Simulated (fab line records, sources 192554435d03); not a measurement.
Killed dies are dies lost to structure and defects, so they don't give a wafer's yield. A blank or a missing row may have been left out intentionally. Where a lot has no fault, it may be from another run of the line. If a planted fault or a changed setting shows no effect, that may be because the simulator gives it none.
fab line records + flow n5-finfet
record
- lots=7
- wafers=39
route steps=1938 shown FIN_CUT@173 DUMMY_GATE@237 HKMG_FIN@406 MOL_CONTACT_COAG@610
start-h: start of the lot's first displayed wafer, in hours after the record's first day + wait-h: hours from the lot's prior step to this one + " same as the row above + L1.1+2: a row that stands for several wafers + - no value present, or no start provided + * or withheld: withheld + < > ~ a bound
route shown NAME@n: names a module that has steps shown in the file, with the first one's number in the route + usual: mean/standard deviation taken from wafers without a fault + same: alike in all rows + chamber/n: place in a boat + sites: readings site by site + _std_site: standard deviation of those values + _edge_site: inner sites' mean taken away from outer sites' mean + radius-mm: how far each site lies from the wafer's centre + mask NAME#n: copy n + behind: tool/chamber where the wafer was last shaped + hold: why the lot was held/for how many hours/how that ended + device: which transistor (n, p or np) failed to switch + end of line: tests of these same wafers at the route's end + a step with no rows: only its recipe + killed: at the first sort, the dies lost to defects and structure; wafer yield is something else + map: the dies of a wafer, with x for killed, . for not killed, _ for no die there
set.NAME: the setting as run; set.NAME@STEP: as run at that earlier step + model.NAME: the simulator's own value behind a step, which no gauge read
lots with deliberately changed settings; one table per step, one row per wafer
## steps
# step N5_FIN_CUT_CUT_ETCH_26
# recipe
- chemistry=CH3F/O2
- target=SiNx
- target-depth-a=390
- mask-material=SOC
- time-s=55.7
- pressure-mtorr=30
- source-w=395
- bias-w=73
- Ar_flow_sccm=150
- CH3F_flow_sccm=30
- O2_flow_sccm=20
- ion-energy-ev=120
# usual
- rf-vpp-V=298.0/2.1
| lot.wafer | tool        | chamber | start-h | wait-h | set.source-w | rf-vpp-V |
|-----------|-------------|---------|---------|--------|--------------|----------|
| L075.1    | rie-diel-04 | 2       | 33.75   | 0.0    | 418.7        | 288.9    |
| L075.2    | "           | 1       | "       | "      | 418.7        | 288.3    |
| L075.3    | "           | 3       | "       | "      | 395          | 295.1    |
| L075.4    | "           | 0       | "       | "      | 395          | 298.9    |
| L075.5    | "           | 3       | "       | "      | 395          | 294.9    |
| L075.6    | "           | 2       | "       | "      | 418.7        | 289.5    |
| L077.1    | rie-diel-03 | 1       | 47.33   | 0.0    | 339.8        | 318.9    |
| L077.2    | "           | 3       | "       | "      | 395          | 300.8    |
| L077.3    | "           | 0       | "       | "      | 395          | 297.2    |
| L077.4    | "           | 2       | "       | "      | 339.8        | 318.1    |
| L077.5    | "           | 1       | "       | "      | 339.8        | 318.9    |
| L077.6    | "           | 2       | "       | "      | 395          | 296.2    |
| L078.1    | rie-diel-04 | 3       | 52.12   | 0.0    | 357.2        | 309.7    |
| L078.2    | "           | 0       | "       | "      | 357.2        | 314.4    |
| L078.3    | "           | 2       | "       | "      | 395          | 296.4    |
| L078.4    | "           | 1       | "       | "      | 395          | 298.2    |
| L078.5    | "           | 0       | "       | "      | 395          | 299.4    |
| L078.6    | "           | 3       | "       | "      | 357.2        | 308.5    |
| L087.1    | rie-diel-04 | 0       | 105.64  | 0.0    | 366.6        | 310.8    |
| L087.2    | "           | 3       | "       | "      | 395          | 293.2    |
| L087.3    | "           | 1       | "       | "      | 395          | 295.9    |
| L087.4    | "           | 2       | "       | "      | 366.6        | 306.6    |
| L087.5    | "           | 1       | "       | "      | 366.6        | 310.3    |
| L087.6    | "           | 0       | "       | "      | 395          | 299.8    |
| L093.1    | rie-diel-03 | 1       | 143.11  | 0.0    | 395          | 296.1    |
| L093.2    | "           | 0       | "       | "      | 421.1        | 290.7    |
| L093.3    | "           | 3       | "       | "      | 421.1        | 291.1    |
| L093.4    | "           | 1       | "       | "      | 395          | 296.5    |
| L093.5    | "           | 0       | "       | "      | 421.1        | 287.3    |
| L093.6    | "           | 3       | "       | "      | 395          | 300.6    |
| L095.1    | rie-diel-05 | 1       | 155.34  | 0.0    | 361.1        | 308.5    |
| L095.2    | "           | 3       | "       | "      | 361.1        | 312.6    |
| L095.3    | "           | 0       | "       | "      | 395          | 295.8    |
| L095.4    | "           | 2       | "       | "      | 395          | 299.8    |
| L095.5    | "           | 0       | "       | "      | 395          | 294.9    |
| L095.6    | "           | 3       | "       | "      | 361.1        | 311.3    |
| L097.1    | rie-diel-04 | 1       | 165.55  | 0.0    | 395          | 297.2    |
| L097.4    | "           | 2       | "       | "      | 395          | 297.6    |
| L097.5    | "           | 0       | "       | "      | 395          | 299.8    |
# step N5_DUMMY_GATE_ETCH_37
# recipe
- chemistry=N2/H2
- target=SOC
- target-depth-a=600
- overetch-a=300
- temp-c=40
- ion-energy-ev=200
- pressure-mtorr=30
- source-w=840
- bias-w=150
- n2-flow-sccm=200
- h2-flow-sccm=200
# usual
- rf-vpp-V=524.8/2.1
| lot.wafer | tool        | chamber | start-h | wait-h | set.source-w | rf-vpp-V |
|-----------|-------------|---------|---------|--------|--------------|----------|
| L075.1    | rie-diel-04 | 0       | 53.01   | 0.0    | 840          | 528.4    |
| L075.2    | "           | 3       | "       | "      | 840          | 524.9    |
| L075.3    | "           | 1       | "       | "      | 840          | 525.7    |
| L075.4    | "           | 2       | "       | "      | 840          | 524.6    |
| L075.5    | "           | 0       | "       | "      | 840          | 528.4    |
| L075.6    | "           | 1       | "       | "      | 840          | 525.0    |
| L077.1    | rie-diel-04 | 3       | 67.35   | 0.0    | 840          | 523.0    |
| L077.2    | "           | 1       | "       | "      | 840          | 523.8    |
| L077.3    | "           | 2       | "       | "      | 840          | 522.6    |
| L077.4    | "           | 0       | "       | "      | 840          | 527.6    |
| L077.5    | "           | 3       | "       | "      | 840          | 524.7    |
| L077.6    | "           | 2       | "       | "      | 840          | 524.2    |
| L078.1    | rie-diel-03 | 0       | 70.56   | 0.0    | 840          | 524.3    |
| L078.2    | "           | 3       | "       | "      | 840          | 525.0    |
| L078.3    | "           | 2       | "       | "      | 840          | 523.4    |
| L078.4    | "           | 0       | "       | "      | 840          | 521.6    |
| L078.5    | "           | 3       | "       | "      | 840          | 525.1    |
| L078.6    | "           | 2       | "       | "      | 840          | 522.8    |
| L087.1    | rie-diel-03 | 1       | 125.40  | 0.0    | 954.5        | 499.3    |
| L087.2    | "           | 3       | "       | "      | 840          | 524.0    |
| L087.3    | "           | 0       | "       | "      | 954.5        | 503.0    |
| L087.4    | "           | 3       | "       | "      | 954.5        | 502.1    |
| L087.5    | "           | 1       | "       | "      | 840          | 522.1    |
| L087.6    | "           | 0       | "       | "      | 840          | 523.9    |
| L093.1    | rie-diel-04 | 2       | 161.13  | 0.0    | 786.9        | 534.6    |
| L093.2    | "           | 0       | "       | "      | 840          | 527.5    |
| L093.3    | "           | 1       | "       | "      | 840          | 521.9    |
| L093.4    | "           | 3       | "       | "      | 840          | 524.1    |
| L093.5    | "           | 2       | "       | "      | 786.9        | 534.6    |
| L093.6    | "           | 1       | "       | "      | 786.9        | 536.1    |
| L095.1    | rie-diel-04 | 2       | 173.30  | 0.0    | 792.5        | 533.2    |
| L095.2    | "           | 1       | "       | "      | 840          | 524.4    |
| L095.3    | "           | 0       | "       | "      | 840          | 528.5    |
| L095.4    | "           | 3       | "       | "      | 840          | 522.4    |
| L095.5    | "           | 2       | "       | "      | 792.5        | 532.1    |
| L095.6    | "           | 1       | "       | "      | 792.5        | 533.1    |
| L097.1    | rie-diel-05 | 0       | 183.97  | 0.0    | 840          | 525.4    |
| L097.4    | "           | 2       | "       | "      | 840          | 526.2    |
| L097.5    | "           | 1       | "       | "      | 840          | 525.4    |
# step N5_HKMG_FIN_ETCH_58
# recipe
- chemistry=N2/H2
- target=SOC
- target-depth-a=2158
- ion-energy-ev=50
- bias-w=13
- time-s=741
- pressure-mtorr=30
- source-w=875
- n2-flow-sccm=200
- h2-flow-sccm=200
| lot.wafer | tool        | chamber | start-h | wait-h | set.target-depth-a | model.HKMG_FIN.feature-depth-nm | model.etch.depth-nm |
|-----------|-------------|---------|---------|--------|--------------------|---------------------------------|---------------------|
| L075.1    | rie-diel-01 | 1       | 79.26   | 0.0    | 2158               | 216.8                           | 216.8               |
| L075.2    | "           | 3       | "       | "      | 2325               | 231.2                           | 231.2               |
| L075.3    | "           | 2       | "       | "      | 2325               | 235.8                           | 235.8               |
| L075.4    | "           | 0       | "       | "      | 2158               | 217.2                           | 217.3               |
| L075.5    | "           | 0       | "       | "      | 2158               | 218.2                           | 218.1               |
| L075.6    | "           | 3       | "       | "      | 2325               | 229.6                           | 229.5               |
| L077.1    | rie-diel-06 | 3       | 92.11   | 0.0    | 2074               | 205.8                           | 205.7               |
| L077.2+6  | "           | 2,3     | "       | "      | 2074               | 207.6                           | 207.7               |
| L077.3    | "           | 1       | "       | "      | 2158               | 213.8                           | 213.8               |
| L077.4    | "           | 1       | "       | "      | 2158               | 213                             | 213                 |
| L077.5    | "           | 2       | "       | "      | 2158               | 215.4                           | 215.3               |
| L078.1    | rie-diel-01 | 0       | 97.42   | 0.0    | 2158               | 215.4                           | 215.5               |
| L078.2    | "           | 3       | "       | "      | 2158               | 209.8                           | 209.8               |
| L078.3    | "           | 1       | "       | "      | 2158               | 211.8                           | 211.8               |
| L078.4+6  | "           | 2,0     | "       | "      | 2158               | 213.6                           | 213.6               |
| L078.5    | "           | 3       | "       | "      | 2158               | 208.8                           | 208.8               |
| L087.1    | rie-diel-01 | 1       | 150.67  | 0.0    | 2158               | 214                             | 214.1               |
| L087.2    | "           | 2       | "       | "      | 2158               | 215.8                           | 215.8               |
| L087.3    | "           | 0       | "       | "      | 2158               | 215                             | 215.1               |
| L087.4    | "           | 1       | "       | "      | 2158               | 212.4                           | 212.4               |
| L087.5    | "           | 2       | "       | "      | 2158               | 215.4                           | 215.5               |
| L087.6    | "           | 0       | "       | "      | 2158               | 216                             | 216                 |
| L093.1    | rie-diel-02 | 0       | 186.66  | 0.0    | 2158               | 220                             | 220                 |
| L093.2    | "           | 3       | "       | "      | 2158               | 222.2                           | 222.2               |
| L093.3    | "           | 2       | "       | "      | 2158               | 222.8                           | 222.7               |
| L093.4    | "           | 1       | "       | "      | 2158               | 218.8                           | 218.8               |
| L093.5    | "           | 3       | "       | "      | 2158               | 220.6                           | 220.6               |
| L093.6    | "           | 2       | "       | "      | 2158               | 221.2                           | 221.1               |
| L095.1    | rie-diel-01 | 1       | 199.02  | 0.0    | 2158               | 213                             | 213.1               |
| L095.2    | "           | 3       | "       | "      | 2158               | 218.4                           | 218.4               |
| L095.3    | "           | 0       | "       | "      | 2158               | 218.8                           | 218.7               |
| L095.4    | "           | 2       | "       | "      | 2158               | 214.6                           | 214.7               |
| L095.5    | "           | 2       | "       | "      | 2158               | 213.8                           | 213.9               |
| L095.6    | "           | 1       | "       | "      | 2158               | 211.8                           | 211.8               |
| L097.1    | rie-diel-06 | 3       | 210.45  | 0.0    | 2158               | 216.2                           | 216.1               |
| L097.4    | "           | 1       | "       | "      | 2158               | 215.2                           | 215.3               |
| L097.5    | "           | 0       | "       | "      | 2158               | 220.6                           | 220.6               |
# step N5_MOL_CONTACT_COAG_ETCH_67
# recipe
- chemistry=N2/H2
- target=SOC
- target-depth-a=600
- overetch-a=210
- mask-material=SiARC
- temp-c=40
- time-s=101.2
- ion-energy-ev=200
- pressure-mtorr=30
- source-w=840
- bias-w=150
- n2-flow-sccm=200
- h2-flow-sccm=200
# usual
- rf-vpp-V=523.5/2.5
| lot.wafer | tool        | chamber | start-h | wait-h | set.source-w | rf-vpp-V |
|-----------|-------------|---------|---------|--------|--------------|----------|
| L075.1    | rie-diel-02 | 0       | 107.22  | 0.0    | 840          | 526.5    |
| L075.2    | "           | 2       | "       | "      | 793.1        | 532.8    |
| L075.3    | "           | 3       | "       | "      | 840          | 526.4    |
| L075.4    | "           | 3       | "       | "      | 793.1        | 537.3    |
| L075.5    | "           | 2       | "       | "      | 793.1        | 534.0    |
| L075.6    | "           | 0       | "       | "      | 840          | 527.1    |
| L077.1    | rie-diel-02 | 2       | 120.32  | 0.0    | 840          | 522.4    |
| L077.2    | "           | 0       | "       | "      | 746.5        | 548.2    |
| L077.3    | "           | 3       | "       | "      | 840          | 526.1    |
| L077.4    | "           | 0       | "       | "      | 746.5        | 548.0    |
| L077.5    | "           | 3       | "       | "      | 840          | 526.7    |
| L077.6    | "           | 2       | "       | "      | 746.5        | 542.2    |
| L078.1    | rie-diel-06 | 1       | 126.78  | 0.0    | 910.7        | 509.5    |
| L078.2    | "           | 3       | "       | "      | 910.7        | 507.4    |
| L078.3    | "           | 0       | "       | "      | 910.7        | 514.2    |
| L078.4    | "           | 0       | "       | "      | 840          | 528.3    |
| L078.5    | "           | 3       | "       | "      | 840          | 520.7    |
| L078.6    | "           | 1       | "       | "      | 840          | 524.9    |
| L087.1    | rie-diel-01 | 1       | 178.56  | 0.0    | 882.7        | 515.3    |
| L087.2    | "           | 2       | "       | "      | 840          | 522.9    |
| L087.3    | "           | 2       | "       | "      | 840          | 521.9    |
| L087.4    | "           | 1       | "       | "      | 882.7        | 515.6    |
| L087.5    | "           | 1       | "       | "      | 882.7        | 515.7    |
| L087.6    | "           | 2       | "       | "      | 840          | 522.8    |
| L093.1    | rie-diel-01 | 1       | 212.90  | 0.0    | 973.2        | 497.3    |
| L093.2    | "           | 2       | "       | "      | 840          | 520.5    |
| L093.3    | "           | 0       | "       | "      | 973.2        | 497.9    |
| L093.4    | "           | 3       | "       | "      | 840          | 523.3    |
| L093.5    | "           | 2       | "       | "      | 973.2        | 497.4    |
| L093.6    | "           | 1       | "       | "      | 840          | 523.3    |
| L095.1    | rie-diel-06 | 3       | 227.95  | 0.0    | 840          | 520.3    |
| L095.2    | "           | 0       | "       | "      | 840          | 527.5    |
| L095.3    | "           | 1       | "       | "      | 912.2        | 509.6    |
| L095.4    | "           | 2       | "       | "      | 912.2        | 507.7    |
| L095.5    | "           | 1       | "       | "      | 840          | 522.0    |
| L095.6    | "           | 2       | "       | "      | 912.2        | 507.2    |
| L097.1    | rie-diel-01 | 2       | 239.91  | 0.0    | 840          | 521.1    |
| L097.4    | "           | 0       | "       | "      | 840          | 523.3    |
| L097.5    | "           | 0       | "       | "      | 840          | 521.0    |
## key
split
- step=N5_FIN_CUT_CUT_ETCH_26
- setting=source-w
- stated=395
- by=wafer
response
- step=N5_FIN_CUT_CUT_ETCH_26
- reading=rf-vpp-V
- change=-1.47
- per=1%
- r=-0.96
split
- step=N5_DUMMY_GATE_ETCH_37
- setting=source-w
- stated=840
- by=wafer
response
- step=N5_DUMMY_GATE_ETCH_37
- reading=rf-vpp-V
- change=-1.59
- per=1%
- r=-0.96
split
- step=N5_HKMG_FIN_ETCH_58
- setting=target-depth-a
- stated=2158
- by=wafer
response
- step=N5_HKMG_FIN_ETCH_58
- reading=model.HKMG_FIN.feature-depth-nm
- change=+1.89
- per=1%
- r=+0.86
response
- step=N5_HKMG_FIN_ETCH_58
- reading=model.etch.depth-nm
- change=+1.89
- per=1%
- r=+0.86
split
- step=N5_MOL_CONTACT_COAG_ETCH_67
- setting=source-w
- stated=840
- by=wafer
response
- step=N5_MOL_CONTACT_COAG_ETCH_67
- reading=rf-vpp-V
- change=-1.66
- per=1%
- r=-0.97
